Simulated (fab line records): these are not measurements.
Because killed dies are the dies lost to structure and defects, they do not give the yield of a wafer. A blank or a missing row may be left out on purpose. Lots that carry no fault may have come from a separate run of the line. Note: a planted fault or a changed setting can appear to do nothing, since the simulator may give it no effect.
Chamber matching + flow nand-harc + NHARC_A_CONTACT_ETCH_102 on rie-diel-05: 4 sister chambers
The step etches the open film in CF4/O2, target depth 70 nm, overetch 7 nm, time 38.5 s. 8 wafers are shown with their chamber, then 11 later ones without.

## EACH WAFER AND ITS CHAMBER
| wafer  | chamber | oes-product-au (a.u.) | rf-vpp-V (V) |
|--------|---------|-----------------------|--------------|
| L079.5 | 0       | 1.000                 | 196.6        |
| L082.1 | 2       | 0.986                 | 196.4        |
| L082.6 | 3       | 1.026                 | 196.6        |
| L081.5 | 2       | 0.990                 | 196.1        |
| L083.3 | 0       | 0.999                 | 196.1        |
| L083.4 | 3       | 1.028                 | 196.6        |
| L083.5 | 1       | 0.982                 | 195.7        |
| L086.3 | 1       | 1.011                 | 198.6        |

## WAFERS WITHOUT THEIR CHAMBER
| wafer  | oes-product-au (a.u.) | rf-vpp-V (V) |
|--------|-----------------------|--------------|
| L086.4 | 1.019                 | 196.3        |
| L086.6 | 1.006                 | 197.4        |
| L091.2 | 1.004                 | 197.8        |
| L091.3 | 0.988                 | 197.0        |
| L091.4 | 1.015                 | 197.2        |
| L092.1 | 0.995                 | 196.2        |
| L092.2 | 0.997                 | 197.0        |
| L092.5 | 1.006                 | 196.7        |
| L095.2 | 1.004                 | 195.8        |
| L095.4 | 0.982                 | 197.0        |
| L095.6 | 1.025                 | 196.2        |

## EACH ONE'S CHAMBER
| wafer  | from the rows above               | in truth |
|--------|-----------------------------------|----------|
| L086.4 | can't be placed: 3 or 0 or 1      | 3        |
| L086.6 | can't be placed: 1 or 0 or 2 or 3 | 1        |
| L091.2 | can't be placed: 1 or 0 or 2 or 3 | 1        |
| L091.3 | can't be placed: 2 or 1 or 0      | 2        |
| L091.4 | can't be placed: 3 or 0 or 1 or 2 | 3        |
| L092.1 | can't be placed: 0 or 2 or 1      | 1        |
| L092.2 | can't be placed: 1 or 0 or 2      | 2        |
| L092.5 | can't be placed: 0 or 1 or 2 or 3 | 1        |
| L095.2 | can't be placed: 0 or 1 or 2 or 3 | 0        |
| L095.4 | can't be placed: 2 or 1 or 0      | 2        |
| L095.6 | 3                                 | 3        |
1 of 11 placed correctly. These rows do not allow placing 10 (true chamber among the candidates in 10). Wrongly placed: 0.
How it was worked out, from the rows above alone: a wafer's distance from a chamber is the root of the sum, over the readings, of the square of ((its reading less the chamber's mean) divided by the reading's scatter). The wafer belongs to the nearest chamber; if the next one is less than 2 further off, it can't be placed. Each chamber's mean is taken over the wafers shown for it. The scatter: the root of (the sum of the squares of (reading less its chamber's mean) over the shown wafers, divided by (wafers less chambers)).
